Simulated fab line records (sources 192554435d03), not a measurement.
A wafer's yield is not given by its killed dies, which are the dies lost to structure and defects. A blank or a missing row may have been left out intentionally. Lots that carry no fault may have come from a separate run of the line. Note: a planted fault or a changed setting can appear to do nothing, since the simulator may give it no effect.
fab line records	flow n5-finfet	part 1 of 2: steps 1 to 43 of 44
record lots=6	wafers=17	last-day=18
route steps=1938 shown SD_EPI_N@276 SD_EPI_P@295 PASSIVATION@1936
lots untouched by any fault: they come from a run of this same line in which no faults occurred
start-h: the number of hours between the record's first day and the start of the first shown wafer of the lot	wait-h: how many hours have passed since the lot's step before this one	" unchanged from the row above	L1.1+2: one row covering several wafers at once	- no value, or no start was given	* or withheld: withheld	< > ~ a bound
route shown NAME@n: names a module that has steps shown in the file, with the first one's number in the route	usual: mean/standard deviation taken from wafers without a fault	same: alike in all rows	chamber/n: place in a boat	sites: readings site by site	_std_site: standard deviation across them	_edge_site: inner sites' mean taken away from outer sites' mean	radius-mm: how far each site lies from the wafer's centre	mask NAME#n: copy n	behind: the most recent tool/chamber to have shaped the wafer	hold: cause of the lot's hold/its duration in hours/its outcome	device: transistor that didn't switch, given as n, p or np	end of line: the route-end tests of the same wafers	where a step has no rows: the recipe by itself	killed: count of dies lost to structure and defects at first sort (not the wafer's yield)	map: a wafer's dies, x killed, . not, _ none there
set.NAME: setting as actually run; set.NAME@STEP: the setting as run at that earlier step	model.NAME: the simulator's own value behind a step, which no gauge read
a table for each step, a row for each wafer; lots at some steps of the route
services: a tool's chamber out of use, with start hour (start-h, from the record's first day; less than 0 if before it), hours out, and reason
## steps
# step N5_SD_EPI_N_STRIP_36
# recipe chemistry=N2/H2	temp-c=40	n2-flow-sccm=200	h2-flow-sccm=200	rf-frequency-hz=6e+07
# step N5_SD_EPI_N_ETCHBACK_44
# recipe chemistry=CH3F/O2	mode=anisotropic-etchback	target=SiNx	target-depth-a=145	stop-on=SiO2	over-etch-frac=0.3	ion-energy-ev=120	pressure-mtorr=30	source-w=395	bias-w=73	Ar_flow_sccm=150	CH3F_flow_sccm=30	O2_flow_sccm=20
# step N5_SD_EPI_N_ETCH_45
# recipe chemistry=CH3F/O2	target=SiOCN	target-depth-a=60	mask-material=SOC	ion-energy-ev=60	bias-w=29	pressure-mtorr=15	source-w=410	Ar_flow_sccm=150	CH3F_flow_sccm=30	O2_flow_sccm=20
# usual drypump-motor-current-A=5.7/0.4	oes-product-au=0.76/0.099	rf-vpp-V=127.4/1	showerhead-plenum-p-Torr=2.00/0.081	throttle-valve-pct=23.27/0.21
lot.wafer	tool	chamber	start-h	wait-h	drypump-motor-current-A	oes-product-au	rf-hours-counter-h	rf-vpp-V	showerhead-plenum-p-Torr	throttle-valve-pct
L749.2	rie-diel-04	2	65.18	0.1	5.3	0.71	192	127.0	1.98	23.49
L749.3	"	1	"	"	5.4	0.72	188	127.1	2.07	23.12
L749.5	"	3	"	"	6.0	0.67	-	126.7	1.97	23.03
L759.1	rie-diel-04	2	127.87	0.1	5.3	0.69	217	127.2	1.97	23.53
L759.3	"	0	"	"	5.6	0.90	27	128.8	2.12	23.24
L759.5	"	2	"	"	5.3	0.69	-	128.0	1.97	23.54
L764.1	rie-diel-05	1	149.80	0.1	6.2	0.76	145	129.1	2.07	23.35
L764.2	"	2	"	"	5.5	0.74	161	126.9	1.81	23.07
L767.4	rie-diel-04	2	171.56	0.1	5.3	0.67	237	125.8	1.97	23.54
L767.5	"	2	"	"	5.3	0.68	-	127.2	1.96	23.55
L767.6	"	1	"	"	5.4	0.68	-	127.2	2.06	23.15
L769.1	rie-diel-04	2	185.25	0.1	5.3	0.67	243	127.0	1.96	23.55
L769.4	"	2	"	"	5.3	0.68	-	126.4	1.96	23.58
L769.6	"	3	"	"	6.1	0.93	-	127.7	1.96	22.97
L770.1	rie-diel-05	0	187.84	0.1	5.1	0.94	10	127.4	2.06	22.81
L770.3	"	3	"	"	5.6	0.94	25	127.4	1.97	23.55
L770.6	"	0	"	"	5.1	0.94	-	128.2	2.06	22.79
# step N5_SD_EPI_N_ETCH_16
# recipe chemistry=CHF3/O2	target=SiO2	target-depth-a=50	mask-material=SOC	pressure-mtorr=30	source-w=650	bias-w=170	Ar_flow_sccm=200	CHF3_flow_sccm=50	O2_flow_sccm=5	ion-energy-ev=200
# usual drypump-motor-current-A=5.7/0.4	oes_f_703_au=0.76/0.099	oes-product-au=0.76/0.099	rf-vpp-V=514/14	showerhead-plenum-p-Torr=2.41/0.092	throttle-valve-pct=18.85/0.2
lot.wafer	tool	chamber	start-h	wait-h	drypump-motor-current-A	oes_f_703_au	oes-product-au	rf-hours-counter-h	rf-vpp-V	showerhead-plenum-p-Torr	throttle-valve-pct
L749.2	rie-diel-04	2	65.28	0.1	5.3	0.71	0.71	192	510	2.39	19.07
L749.3	"	1	"	"	5.5	0.73	0.72	188	517	2.49	18.63
L749.5	"	3	"	"	6.0	0.65	0.67	-	531	2.39	18.81
L759.1	rie-diel-04	2	127.97	0.1	5.3	0.69	0.70	217	511	2.38	19.10
L759.3	"	0	"	"	5.6	0.88	0.91	27	529	2.55	18.78
L759.5	"	2	"	"	5.3	0.69	0.69	-	511	2.38	19.09
L764.1	rie-diel-05	1	149.90	0.1	6.1	0.75	0.76	145	523	2.50	18.93
L764.2	"	2	"	"	5.5	0.70	0.74	161	524	2.21	18.74
L767.4	rie-diel-04	2	171.66	0.1	5.3	0.69	0.68	237	511	2.38	19.14
L767.5	"	2	"	"	5.3	0.68	0.68	-	510	2.38	19.15
L767.6	"	1	"	"	5.5	0.72	0.69	-	515	2.48	18.70
L769.1	rie-diel-04	2	185.35	0.1	5.3	0.67	0.68	243	509	2.37	19.14
L769.4	"	2	"	"	5.3	0.67	0.67	-	510	2.37	19.15
L769.6	"	3	"	"	6.0	0.89	0.93	-	532	2.38	18.52
L770.1	rie-diel-05	0	187.94	0.1	5.1	0.98	0.95	10	487	2.48	18.48
L770.3	"	3	"	"	5.5	0.94	0.91	25	510	2.38	19.08
L770.6	"	0	"	"	5.1	0.98	0.94	-	488	2.48	18.47
# step N5_SD_EPI_N_STRIP_47
# recipe chemistry=CHF3/O2	resist=SiARC	rf-frequency-hz=6e+07
# step N5_SD_EPI_N_SD_RECESS_17
# recipe chemistry=HBr/Cl2/O2	target-depth-a=410	mask-material=SOC	time-s=23.7	bt-time-s=3	pressure-mtorr=10	icp-w=800	bias-w=112	HBr_flow_sccm=150	Cl2_flow_sccm=80	O2_flow_sccm=12
# step N5_SD_EPI_N_STRIP_38
# recipe chemistry=N2/H2	power-w=1000	temp-c=250	h2-frac=0.65	overash-fraction=0.3	pressure-mtorr=withheld	n2-flow-sccm=1750	h2-flow-sccm=3250
# step N5_SD_EPI_N_WET_ETCH_43
# recipe chemistry=dHF	dilution=withheld	time-s=14	target=SiO2	target-depth-a=15	temp-c=25
# step N5_SD_EPI_N_STRIP_18
# recipe chemistry=SPM	time-s=750	temp-c=130	h2so4-h2o2-vol-ratio=4
# step N5_SD_EPI_N_SRD_20
# recipe dry=ipa-marangoni	do-ppb=5	time-s=30	temp-c=23	rinse-liquid=diw
# step N5_SD_EPI_N_PRECLEAN_48
# recipe chemistry=NF3:NH3	afs-cycles=2	temp-c=30	time-s=20	sublimation-temp-c=180	sublimation-time-s=60	pressure-torr=3	rf-power-w=30
# step N5_SD_EPI_N_VAPOR_ETCH_50
# recipe chemistry=HCl	target=Si	temp-c=775	time-s=54	pressure-torr=20	mode=isotropic
# step N5_SD_EPI_N_EPI_21
# recipe material=Si:P	dopant=P	temp-c=680	pressure-torr=255	time-s=690
# usual epi-growth-time-s=690/0
lot.wafer	tool	chamber	start-h	wait-h	epi-growth-time-s	model.Si-P_of_SD_EPI_N_EPI_21.thk-nm
L749.2	epi-rpcvd-02	0	66.63	0.4	690	60.6
L749.3	"	0	"	"	690	59.6
L749.5	"	0	"	"	690	60
L759.1	epi-rpcvd-01	0	129.23	0.2	690	60.2
L759.3	"	0	"	"	690	59.4
L759.5	"	0	"	"	690	59.4
L764.1	epi-rpcvd-01	0	150.95	0.1	690	60.2
L764.2	"	0	"	"	960.81	75.4
L767.4	epi-rpcvd-01	0	173.55	0.9	960.81	75.6
L767.5	"	0	"	"	690	60.2
L767.6	"	0	"	"	690	60.4
L769.1	epi-rpcvd-02	0	186.59	0.2	690	59.4
L769.4	"	0	187.71	1.2	690	59
L769.6	"	0	"	"	690	58.8
L770.1	epi-rpcvd-03	0	189.00	0.1	690	59.4
L770.3	"	0	"	"	690	59
L770.6	"	0	"	"	690	58.8
# step N5_SD_EPI_N_EPI_MEAS_23
# recipe mode=xrd
# usual thk-nm=59.3/1.2
lot.wafer	tool	chamber	start-h	wait-h	thk-nm
L749.2	film-metro-02	-	68.08	1.2	59.5
L749.3	"	-	"	"	61.3
L749.5	"	-	"	"	59.3
L759.1	film-metro-01	-	131.52	1.9	60.0
L759.3	"	-	"	"	59.0
L759.5	"	-	"	"	57.1
L764.1	film-metro-01	-	152.69	1.5	59.1
L764.2	"	-	"	"	75.7
L767.4	film-metro-02	-	174.44	0.6	76.4
L767.5	"	-	"	"	61.0
L767.6	"	-	"	"	60.2
L769.1	film-metro-01	-	188.87	1.9	60.3
L769.4	"	-	"	"	59.4
L769.6	"	-	"	"	57.9
L770.1	film-metro-02	-	190.71	1.4	59.3
L770.3	"	-	"	"	59.0
L770.6	"	-	"	"	59.6
# step N5_SD_EPI_N_PRECLEAN_24
# recipe chemistry=O3/DIW	time-s=60	temp-c=22	o3-ppm=10
# step N5_SD_EPI_N_SRD_25
# recipe time-s=30	temp-c=23	rinse-liquid=diw	dry=ipa-marangoni
# step N5_SD_EPI_N_PRECLEAN_49
# recipe chemistry=NF3:NH3	afs-cycles=1	temp-c=30	time-s=20	sublimation-temp-c=180	sublimation-time-s=60	pressure-torr=3	rf-power-w=30
# step N5_SD_EPI_N_LINER_46
# recipe material=SiNx	target-thk-a=30	temp-c=400	ald-precursor-family=SiH2I2	ald-co-reactant=N2/H2-plasma	pressure-torr=2
# step N5_SD_EPI_N_INSPECT_26
# recipe inspect-instrument=darkfield	mode=post-epi
# usual raw-defect-count=220/49
lot.wafer	tool	chamber	start-h	wait-h	raw-defect-count
L749.2	defect-inspect-02	-	70.23	1.4	256
L749.3	"	-	"	"	244
L749.5	"	-	"	"	320
L759.1	defect-inspect-02	-	132.30	0.1	175
L759.3	"	-	"	"	161
L759.5	"	-	"	"	200
L764.1	defect-inspect-01	-	153.30	0.1	204
L764.2	"	-	"	"	250
L767.4	defect-inspect-02	-	174.99	0.1	178
L767.5	"	-	"	"	136
L767.6	"	-	"	"	160
L769.1	defect-inspect-02	-	189.42	0.1	207
L769.4	"	-	"	"	311
L769.6	"	-	"	"	215
L770.1	defect-inspect-02	-	191.27	0.1	232
L770.3	"	-	"	"	217
L770.6	"	-	"	"	205
# step N5_SD_EPI_P_COAT_34
# recipe resist=SOC	temp-c=250	time-s=60	spin-rpm=1500	resist-thk-nm=350
# step N5_SD_EPI_P_COAT_35
# recipe resist=SiARC	temp-c=220	time-s=60	spin-rpm=1500	resist-thk-nm=35
# step N5_SD_EPI_P_COAT_03
# recipe resist=CAR-ArF-block	spin-rpm=1500	resist-thk-nm=150
# step N5_SD_EPI_P_EBR_05
# recipe solvent=PGMEA	ebr-width-mm=1.5
# step N5_SD_EPI_P_SOFTBAKE_04
# recipe temp-c=110	time-s=60	resist=CAR-ArF-block
# step N5_SD_EPI_P_EXPOSE_06
# recipe mask-id=SD_P_BLK	na=1.35	source-shape=conventional	sigma-outer=0.8	polarization=unpolarized	target-cd-nm=240	dose-mj=39.5
# step N5_SD_EPI_P_PEB_07
# recipe peb-temp-c=110	peb-time-s=60	resist=CAR-ArF-block
# step N5_SD_EPI_P_DEVELOP_08
# recipe develop-time-s=30	developer=TMAH	resist=CAR-ArF-block	dev-temp-c=23	rinse-liquid=diw	dry=air-spin
# step N5_SD_EPI_P_CD_MEAS_09
# recipe target-cd-nm=240	landing-energy-ev=500	detector=se-inlens
# usual cd-nm=239.2/0.92
lot.wafer	tool	chamber	start-h	wait-h	cd-nm
L749.2	cd-sem-01	0	70.63	-	237.9
L749.3	"	0	"	"	237.6
L749.5	"	0	"	"	238.4
L759.1	cd-sem-03	0	132.70	-	239.4
L759.3	"	0	"	"	239.0
L759.5	"	0	"	"	238.8
L764.1	cd-sem-02	0	153.70	-	241.1
L764.2	"	0	"	"	239.3
L767.4	cd-sem-02	0	175.39	-	237.7
L767.5	"	0	"	"	238.9
L767.6	"	0	"	"	238.2
L769.1	cd-sem-02	0	189.70	-	238.6
L769.4	"	0	"	"	239.7
L769.6	"	0	"	"	239.0
L770.1	cd-sem-01	0	191.67	-	239.7
L770.3	"	0	"	"	238.8
L770.6	"	0	"	"	239.9
# step N5_SD_EPI_P_OVL_MEAS_10
# recipe points-per-wafer=44
# usual SD_P_BLK_OVL=0.2/0.68
lot.wafer	tool	chamber	start-h	wait-h	SD_P_BLK_OVL[nm]
L749.2	overlay-01	0	70.65	0.0	1.0
L749.3	"	0	"	"	0.5
L749.5	"	0	"	"	0.0
L759.1	overlay-01	0	132.73	0.0	0.3
L759.3	"	0	"	"	1.0
L759.5	"	0	"	"	1.0
L764.1	overlay-02	0	153.73	0.0	-0.3
L764.2	"	0	"	"	0.5
L767.4	overlay-01	0	175.42	0.0	-0.1
L767.5	"	0	"	"	1.1
L767.6	"	0	"	"	1.1
L769.1	overlay-01	0	189.73	0.0	-0.3
L769.4	"	0	"	"	0.4
L769.6	"	0	"	"	0.5
L770.1	overlay-01	0	191.70	0.0	0.4
L770.3	"	0	"	"	1.1
L770.6	"	0	"	"	0.3
# step N5_SD_EPI_P_INSPECT_11
# recipe mode=adi	inspect-instrument=macro
# usual raw-defect-count=2.0/1.4
lot.wafer	tool	chamber	start-h	wait-h	raw-defect-count
L749.2	defect-inspect-02	-	70.68	0.0	0
L749.3	"	-	"	"	1
L749.5	"	-	"	"	2
L759.1	defect-inspect-01	-	132.75	0.0	0
L759.3	"	-	"	"	2
L759.5	"	-	"	"	1
L764.1	defect-inspect-01	-	153.75	0.0	3
L764.2	"	-	"	"	2
L767.4	defect-inspect-02	-	175.44	0.0	3
L767.5	"	-	"	"	0
L767.6	"	-	"	"	0
L769.1	defect-inspect-02	-	189.75	0.0	1
L769.4	"	-	"	"	2
L769.6	"	-	"	"	4
L770.1	defect-inspect-02	-	191.72	0.0	1
L770.3	"	-	"	"	1
L770.6	"	-	"	"	2
# step N5_SD_EPI_P_DESCUM_14
# recipe chemistry=O2	time-s=7.9	source-power-w=50	bias-power-w=20	pressure-mtorr=20	rf-frequency-hz=2.712e+07	temp-c=40	resist=CAR-ArF-block	o2-flow-sccm=225
# usual drypump-motor-current-A=5.9/0.45	oes-product-au=0.76/0.06	rf-vpp-V=243.2/1.5	showerhead-plenum-p-Torr=2.08/0.089	throttle-valve-pct=20.4/0.37
lot.wafer	tool	chamber	start-h	wait-h	drypump-motor-current-A	oes-product-au	rf-hours-counter-h	rf-vpp-V	showerhead-plenum-p-Torr	throttle-valve-pct
L749.2	rie-diel-06	3	70.71	0.0	5.9	0.81	93	240.4	1.93	20.0
L749.3	"	0	"	"	6.5	0.78	154	241.9	2.01	20.1
L749.5	"	0	"	"	6.5	0.78	-	242.8	2.01	20.1
L759.1	rie-diel-03	0	132.79	0.0	5.7	0.78	138	244.9	2.19	20.8
L759.3	"	3	"	"	5.8	0.81	94	243.6	2.00	19.9
L759.5	"	0	"	"	5.7	0.78	-	242.8	2.19	20.8
L764.1	rie-diel-03	3	154.01	0.3	5.8	0.80	101	241.8	2.00	19.9
L764.2	"	0	"	"	5.7	0.77	145	245.2	2.19	20.8
L767.4	rie-diel-06	2	175.47	0.0	5.6	0.70	243	242.2	2.05	20.9
L767.5	"	0	"	"	6.5	0.74	-	241.9	2.00	20.2
L767.6	"	3	"	"	5.9	0.78	-	240.2	1.92	20.0
L769.1	rie-diel-06	3	189.78	0.0	5.9	0.78	128	239.4	1.92	20.0
L769.4	"	1	"	"	6.5	0.88	36	246.4	2.19	20.2
L769.6	"	2	"	"	5.6	0.70	-	242.9	2.05	21.0
L770.1	rie-diel-01	3	191.76	0.0	5.4	0.77	144	243.8	2.09	20.7
L770.3	"	2	"	"	5.4	0.72	188	243.4	2.20	20.7
L770.6	"	3	"	"	5.4	0.77	-	243.3	2.09	20.7
# step N5_SD_EPI_P_ETCH_36
# recipe chemistry=CF4	target=SiARC	target-depth-a=455	mask-material=CAR-ArF-block	time-s=75.8	ion-energy-ev=80	pressure-mtorr=40	source-w=545	bias-w=36	Ar_flow_sccm=100	cf4-flow-sccm=100	ends=cleared
# step N5_SD_EPI_P_ETCH_37
# recipe chemistry=N2/H2	target=SOC	overetch-a=1080	mask-material=SiARC	temp-c=40	ion-energy-ev=100	source-w=3000	bias-w=133	pressure-mtorr=20	time-s=486	n2-flow-sccm=200	h2-flow-sccm=200	ends=end-point
# step N5_SD_EPI_P_STRIP_38
# recipe chemistry=N2/H2	temp-c=40	n2-flow-sccm=200	h2-flow-sccm=200	rf-frequency-hz=6e+07
# step N5_SD_EPI_P_ETCHBACK_46
# recipe chemistry=CH3F/O2	mode=anisotropic-etchback	target=SiNx	target-depth-a=175	stop-on=SiO2	over-etch-frac=0.3	ion-energy-ev=120	pressure-mtorr=30	source-w=395	bias-w=73	Ar_flow_sccm=150	CH3F_flow_sccm=30	O2_flow_sccm=20
# step N5_SD_EPI_P_ETCH_47
# recipe chemistry=CH3F/O2	target=SiOCN	target-depth-a=250	mask-material=SOC	ion-energy-ev=60	bias-w=29	pressure-mtorr=30	source-w=410	Ar_flow_sccm=150	CH3F_flow_sccm=30	O2_flow_sccm=20
# step N5_SD_EPI_P_ETCH_16
# recipe chemistry=CHF3/O2	target=SiO2	target-depth-a=50	mask-material=SOC	pressure-mtorr=30	source-w=650	bias-w=170	Ar_flow_sccm=200	CHF3_flow_sccm=50	O2_flow_sccm=5	ion-energy-ev=200
# usual drypump-motor-current-A=5.9/0.44	oes_f_703_au=0.76/0.059	oes-product-au=0.76/0.059	rf-vpp-V=522/17	showerhead-plenum-p-Torr=2.41/0.096	throttle-valve-pct=19.00/0.3
lot.wafer	tool	chamber	start-h	wait-h	drypump-motor-current-A	oes_f_703_au	oes-product-au	rf-hours-counter-h	rf-vpp-V	showerhead-plenum-p-Torr	throttle-valve-pct
L749.2	rie-diel-06	3	71.33	0.1	5.9	0.83	0.81	93	499	2.26	18.61
L749.3	"	0	"	"	6.5	0.81	0.77	154	502	2.31	18.58
L749.5	"	0	"	"	6.5	0.81	0.78	-	503	2.31	18.57
L759.1	rie-diel-03	0	133.40	0.1	5.7	0.75	0.76	138	537	2.51	19.23
L759.3	"	3	"	"	5.8	0.83	0.80	94	517	2.35	18.62
L759.5	"	0	"	"	5.8	0.75	0.76	-	536	2.51	19.22
L764.1	rie-diel-03	3	154.62	0.1	5.9	0.82	0.80	101	516	2.35	18.63
L764.2	"	0	"	"	5.8	0.74	0.76	146	536	2.51	19.23
L767.4	rie-diel-06	2	176.09	0.1	5.7	0.70	0.69	244	528	2.38	19.48
L767.5	"	0	"	"	6.6	0.78	0.74	-	503	2.30	18.61
L767.6	"	3	"	"	5.9	0.79	0.78	-	498	2.24	18.66
L769.1	rie-diel-06	3	190.40	0.1	5.9	0.80	0.78	128	498	2.24	18.68
L769.4	"	1	"	"	6.5	0.83	0.87	36	529	2.56	18.84
L769.6	"	2	"	"	5.6	0.69	0.70	-	527	2.38	19.50
L770.1	rie-diel-01	3	192.37	0.1	5.4	0.76	0.76	144	518	2.41	19.24
L770.3	"	2	"	"	5.4	0.72	0.72	189	532	2.50	19.03
L770.6	"	3	"	"	5.4	0.76	0.76	-	517	2.41	19.25
# step N5_SD_EPI_P_STRIP_50
# recipe chemistry=CHF3/O2	resist=SiARC	rf-frequency-hz=6e+07
# step N5_SD_EPI_P_SD_RECESS_17
# recipe chemistry=HBr/Cl2/O2	target-depth-a=391	bt-time-s=3	pressure-mtorr=10	icp-w=800	bias-w=112	HBr_flow_sccm=150	Cl2_flow_sccm=80	O2_flow_sccm=12
# usual drypump-motor-current-A=5.7/0.46	oes-product-au=0.987/0.015	throttle-valve-pct=37.2/0.37
lot.wafer	tool	chamber	start-h	wait-h	drypump-motor-current-A	oes-product-au	rf-hours-counter-h	throttle-valve-pct
L749.2	rie-si-06	1	71.40	0.0	6.3	1.004	44	37.8
L749.3	"	3	"	"	6.2	0.988	156	37.7
L749.5	"	3	"	"	6.1	1.003	-	37.6
L759.1	rie-si-06	3	133.47	0.0	6.3	1.001	157	37.6
L759.3	"	0	"	"	5.9	0.968	163	36.9
L759.5	"	2	"	"	5.2	1.012	-	37.2
L764.1	rie-si-04	2	154.69	0.0	6.5	1.013	21	37.8
L764.2	"	1	"	"	5.5	0.975	87	36.8
L767.4	rie-si-06	3	176.16	0.0	6.2	0.991	158	37.6
L767.5	"	0	"	"	5.9	0.973	-	36.9
L767.6	"	1	"	"	6.4	1.003	-	37.8
L769.1	rie-si-01	3	190.47	0.0	5.8	0.991	36	37.4
L769.4	"	1	"	"	5.2	0.990	11	36.8
L769.6	"	2	"	"	5.8	0.973	-	36.8
L770.1	rie-si-06	0	192.44	0.0	5.9	0.968	164	36.9
L770.3	"	2	"	"	5.2	1.005	2	37.2
L770.6	"	0	"	"	5.9	0.967	-	36.9
# step N5_SD_EPI_P_WET_ETCH_45
# recipe chemistry=dHF	dilution=withheld	time-s=10.7	target=SiO2	target-depth-a=20	temp-c=25	dry=ipa-marangoni	rinse-time-s=30	rinse-temp-c=23
# step N5_SD_EPI_P_STRIP_40
# recipe chemistry=N2/H2	power-w=1000	temp-c=250	h2-frac=0.65	overash-fraction=0.3	pressure-mtorr=withheld	n2-flow-sccm=1750	h2-flow-sccm=3250
# step N5_SD_EPI_P_PRECLEAN_52
# recipe chemistry=O3/DIW	time-s=60	temp-c=22	o3-ppm=10
# step N5_SD_EPI_P_PRECLEAN_24
# recipe chemistry=O3/DIW	time-s=45	temp-c=22	o3-ppm=10
lot.wafer	tool	chamber	start-h	wait-h	model.Si-P_of_SD_EPI_N_EPI_21.thk-nm
L749.2	wet-bench-02	4	74.36	0.0	59.8
L749.3	"	0	"	"	58.8
L749.5	"	3	"	"	59
L759.1	wet-bench-01	4	136.44	0.0	59.2
L759.3	"	1	"	"	58.6
L759.5	"	3	"	"	58.4
L764.1	wet-bench-05	3	158.50	0.0	59.4
L764.2	"	5	"	"	74.4
L767.4	wet-bench-05	4	179.13	0.0	74.4
L767.5	"	6	"	"	59.4
L767.6	"	7	"	"	59.6
L769.1	wet-bench-02	7	195.41	0.0	58.6
L769.4	"	4	"	"	58.2
L769.6	"	1	"	"	57.8
L770.1	wet-bench-02	3	196.27	0.0	58.6
L770.3	"	4	"	"	58.2
L770.6	"	2	"	"	58
## key
first-sign step=N5_SD_EPI_N_EPI_21	reading=epi-growth-time-s	direction=up	sigmas=99+	usual=*	struck=*
effect step=N5_SD_EPI_N_EPI_MEAS_23	reading=thk-nm	direction=up	sigmas=14	usual=*	struck=*
model-effect step=N5_SD_EPI_N_EPI_21	value=Si-P_of_SD_EPI_N_EPI_21.thk-nm	without=59.6	struck=75.5
model-effect step=N5_SD_EPI_P_PRECLEAN_24	value=Si-P_of_SD_EPI_N_EPI_21.thk-nm	without=58.7	struck=74.4
met-at N5_SD_EPI_N_EPI_21
struck-wafers L764.2,L767.4
tester-left-out L764,L767
onset-between 129.23 150.95
fault kind=process-parameter-drift	tool=epi-rpcvd-01	chamber=-	onset-h=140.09	steps=N5_SD_EPI_N_EPI_21	channel=epi-growth-time-s	offset=*	shape=step	end-h=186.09	scope=struck-wafers-only	acts-in=*	stated=*
# tester-left-out: of these lots the tester's yield and bins aren't shown, on N5 and GAA mostly nor the transistor test; their killed dies are dies lost to structure and defects alone, not to doping, threshold or leakage, so they don't give the yield
